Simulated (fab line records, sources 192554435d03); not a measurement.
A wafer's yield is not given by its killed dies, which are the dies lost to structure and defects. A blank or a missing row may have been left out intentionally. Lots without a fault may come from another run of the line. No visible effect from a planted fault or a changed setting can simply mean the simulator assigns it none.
Matching of chambers + flow n5Finfet + rieDiel-03 running N5_DUMMY_REMOVAL_HM_STRIP_01: 4 sister chambers
The step strips SiNx in CH3F/O2, stops on poly-Si, target depth 4 nm, time 6.8 s. 27 wafers are shown with their chamber, then 12 later ones without.

## WAFERS WITH THEIR CHAMBER
| wafer  | chamber | showerheadPlenumPTorr (Torr) | drypumpMotorCurrentA (A) | throttleValvePct (%) |
|--------|---------|------------------------------|--------------------------|----------------------|
| L074.2 | 3       | 2.09                         | 5.5                      | 16.43                |
| L074.5 | 0       | 2.11                         | 5.9                      | 16.23                |
| L074.6 | 1       | 2.01                         | 5.8                      | 16.62                |
| L076.1 | 1       | 2.01                         | 5.7                      | 16.64                |
| L076.2 | 0       | 2.11                         | 5.9                      | 16.25                |
| L076.4 | 2       | 1.92                         | 5.7                      | 16.45                |
| L081.1 | 1       | 2.01                         | 5.8                      | 16.64                |
| L081.3 | 3       | 2.09                         | 5.5                      | 16.47                |
| L081.6 | 0       | 2.10                         | 5.9                      | 16.28                |
| L082.1 | 2       | 1.92                         | 5.7                      | 16.46                |
| L082.3 | 3       | 2.09                         | 5.5                      | 16.45                |
| L082.4 | 2       | 1.92                         | 5.7                      | 16.48                |
| L083.1 | 0       | 2.10                         | 5.9                      | 16.28                |
| L083.4 | 2       | 1.92                         | 5.7                      | 16.47                |
| L083.6 | 0       | 2.10                         | 5.9                      | 16.29                |
| L084.1 | 2       | 1.92                         | 5.7                      | 16.48                |
| L084.2 | 1       | 2.00                         | 5.7                      | 16.66                |
| L084.4 | 3       | 2.09                         | 5.5                      | 16.48                |
| L088.2 | 2       | 1.91                         | 5.7                      | 16.50                |
| L088.4 | 1       | 2.00                         | 5.7                      | 16.68                |
| L088.5 | 2       | 1.91                         | 5.7                      | 16.50                |
| L089.2 | 2       | 1.91                         | 5.7                      | 16.50                |
| L089.4 | 3       | 2.08                         | 5.5                      | 16.50                |
| L089.5 | 2       | 1.91                         | 5.7                      | 16.49                |
| L090.1 | 2       | 1.91                         | 5.7                      | 16.50                |
| L090.4 | 1       | 2.00                         | 5.7                      | 16.70                |
| L090.5 | 2       | 1.91                         | 5.7                      | 16.51                |

SIGNATURES (means of the wafers above)
| reading               | chamber 0 | chamber 1 | chamber 2 | chamber 3 | scatter within a chamber |
|-----------------------|-----------|-----------|-----------|-----------|--------------------------|
| showerheadPlenumPTorr | 2.1040    | 2.0050    | 1.9145    | 2.0880    | 0.0052                   |
| drypumpMotorCurrentA  | 5.900     | 5.733     | 5.700     | 5.500     | 0.0241                   |
| throttleValvePct      | 16.2660   | 16.6567   | 16.4855   | 16.4660   | 0.0242                   |
Rule: distance of a wafer from a chamber = root of the sum over the readings of ((wafer's reading minus chamber's mean) / reading's scatter) squared. If the next closest chamber is less than 2 further off than the closest, the wafer can't be placed; otherwise it belongs to the closest. The scatter: take each reading less its chamber's mean, square it, sum over the shown wafers, divide by the number of wafers less the number of chambers, and take the root.

## WAFERS WITH NO CHAMBER GIVEN
| wafer  | showerheadPlenumPTorr (Torr) | drypumpMotorCurrentA (A) | throttleValvePct (%) |
|--------|------------------------------|--------------------------|----------------------|
| L093.1 | 2.10                         | 6.0                      | 16.31                |
| L093.3 | 2.00                         | 5.7                      | 16.71                |
| L093.5 | 2.08                         | 5.5                      | 16.52                |
| L096.1 | 1.99                         | 5.7                      | 16.72                |
| L096.2 | 2.08                         | 5.5                      | 16.52                |
| L096.3 | 1.91                         | 5.7                      | 16.53                |
| L095.1 | 2.08                         | 5.5                      | 16.51                |
| L095.2 | 1.91                         | 5.7                      | 16.54                |
| L095.4 | 1.99                         | 5.7                      | 16.70                |
| L097.4 | 1.91                         | 5.7                      | 16.54                |
| L097.5 | 2.08                         | 5.4                      | 16.52                |
| L097.6 | 2.09                         | 5.9                      | 16.34                |

## CHAMBER TAKEN BY EACH
| wafer  | from the rows above | in truth |
|--------|---------------------|----------|
| L093.1 | 0                   | 0        |
| L093.3 | 1                   | 1        |
| L093.5 | 3                   | 3        |
| L096.1 | 1                   | 1        |
| L096.2 | 3                   | 3        |
| L096.3 | 2                   | 2        |
| L095.1 | 3                   | 3        |
| L095.2 | 2                   | 2        |
| L095.4 | 1                   | 1        |
| L097.4 | 2                   | 2        |
| L097.5 | 3                   | 3        |
| L097.6 | 0                   | 0        |
Correctly placed: 12 of 12. Left unplaced by these rows: 0. Number placed wrongly: 0.
